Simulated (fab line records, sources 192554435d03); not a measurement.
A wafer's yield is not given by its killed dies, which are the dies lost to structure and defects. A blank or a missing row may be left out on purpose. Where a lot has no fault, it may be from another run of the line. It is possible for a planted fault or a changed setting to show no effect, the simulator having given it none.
Lot-split experiment    flow n5_finfet    21 wafers read across 7 lots, on a route 1938 steps long

== THE SPLIT ITSELF ==
At N5_BEOL_M10_COAT_59 (time 60 s, resist thk 100 nm), the setting spin_rpm was moved away from the recipe's 1500 rpm on 6 of the 21 wafers read, by -5.5% to +6.5%. For the rest of the wafers, this setting stayed at what the recipe calls for.

== FROM THE SPLIT TO THE READING: what the file shows between them, 4 steps ==
- N5_BEOL_M10_COAT_60: time 60 s, resist thk 30 nm
- N5_BEOL_M10_COAT_05: resist thk 90 nm
- N5_BEOL_M10_DESCUM_16: chemistry O2, time 7.9 s
- N5_BEOL_M10_ETCH_61: etches SiARC in CF4, target depth 39 nm, time 65 s

== THE READING ==
etch.depth_nm (the simulator's own value, which no gauge read), in nm, at N5_BEOL_M10_ETCH_62 (etches SOC in N2/H2, target depth 110 nm, overetch 22 nm, time 165 s). The file gives no usual value for it. The 15 wafers here that ran the recipe average 99.92 nm, standard deviation 0.19 nm.

wafer   tool, chamber at the split  spin_rpm as run, rpm  against the recipe  etch.depth_nm, nm  against lot-mates on the recipe
L076.3  litho_track-01, 0           1581                  +5.4%               97.77              -2.12
L076.5  litho_track-01, 0           1500                  recipe              99.89              -
L076.6  litho_track-01, 0           1581                  +5.4%               97.81              -2.08
L078.1  litho_track-05, 0           1597                  +6.5%               97.11              -2.99
L078.3  litho_track-05, 0           1500                  recipe              100.1              -
L078.6  litho_track-05, 0           1500                  recipe              100.1              -
L079.2  litho_track-03, 0           1500                  recipe              100.3              -
L079.5  litho_track-03, 0           1500                  recipe              99.91              -
L079.6  litho_track-03, 0           1500                  recipe              99.81              -
L080.1  litho_track-03, 0           1500                  recipe              99.73              -
L080.3  litho_track-03, 0           1500                  recipe              99.64              -
L080.4  litho_track-03, 0           1500                  recipe              99.57              -
L083.3  litho_track-01, 0           1500                  recipe              99.85              -
L083.4  litho_track-01, 0           1500                  recipe              100.1              -
L083.6  litho_track-01, 0           1500                  recipe              100.1              -
L085.3  litho_track-05, 0           1500                  recipe              99.94              -
L085.5  litho_track-05, 0           1558                  +3.9%               98.08              -1.86
L085.6  litho_track-05, 0           1558                  +3.9%               97.98              -1.96
L087.2  litho_track-03, 0           1500                  recipe              99.91              -
L087.4  litho_track-03, 0           1418                  -5.5%               102.6              +2.69
L087.5  litho_track-03, 0           1500                  recipe              99.9               -

THE FIT
A straight line over all 21 wafers: etch.depth_nm changes by -0.444 nm for each +1% of spin_rpm; r = -0.99; the points scatter about the line by 0.2 nm.
The same after taking each lot's own level away (the mean of its wafers on the recipe; 21 wafers): -0.45 nm for each +1%; r = -0.99; scatter 0.17 nm.
Per that fit: largest spin_rpm move, reading shift of 2.9 nm.
The lots' own levels span 99.647 to 100.100 nm, that is 2.4 times the standard deviation above.
The two slopes agree, so the slope changes little with the lot-to-lot level.
Check: for one of the wafers moved furthest among these (+6.5%), held out of the fit, the line's prediction against its lot-mates is -2.85 nm. It came out at -2.99 nm against them.

== FURTHER SPLITS ON THESE WAFERS ==
Note: prior to the reading, these wafers also went through further splits. Each is held against what the fit with the lots' levels taken away leaves over:
other split on the same wafers     wafers away from the commonest value  r with etch.depth_nm (lot level and that fit taken away)
N5_BEOL_M9_HM_DEP_02 target_thk_a  6                                     +0.19

== THE WHOLE CHAIN: every reading that the file lists as answering this split, in the file's order ==
step                 what it does                                                          reading                                                                          change (the file's fit)                r (the file's)
N5_BEOL_M10_COAT_59  time 60 s, resist thk 100 nm                                          SOC_of_BEOL_M10_COAT_59.thk_nm (the simulator's own value, which no gauge read)  -0.45 nm for each +1% of the setting   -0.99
N5_BEOL_M10_ETCH_62  etches SOC in N2/H2, target depth 110 nm, overetch 22 nm, time 165 s  etch.depth_nm (the simulator's own value, which no gauge read)                   -0.459 nm for each +1% of the setting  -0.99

== THE FILE'S OWN FIT ==
etch.depth_nm changes by -0.459 nm for each +1% of spin_rpm, r = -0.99.
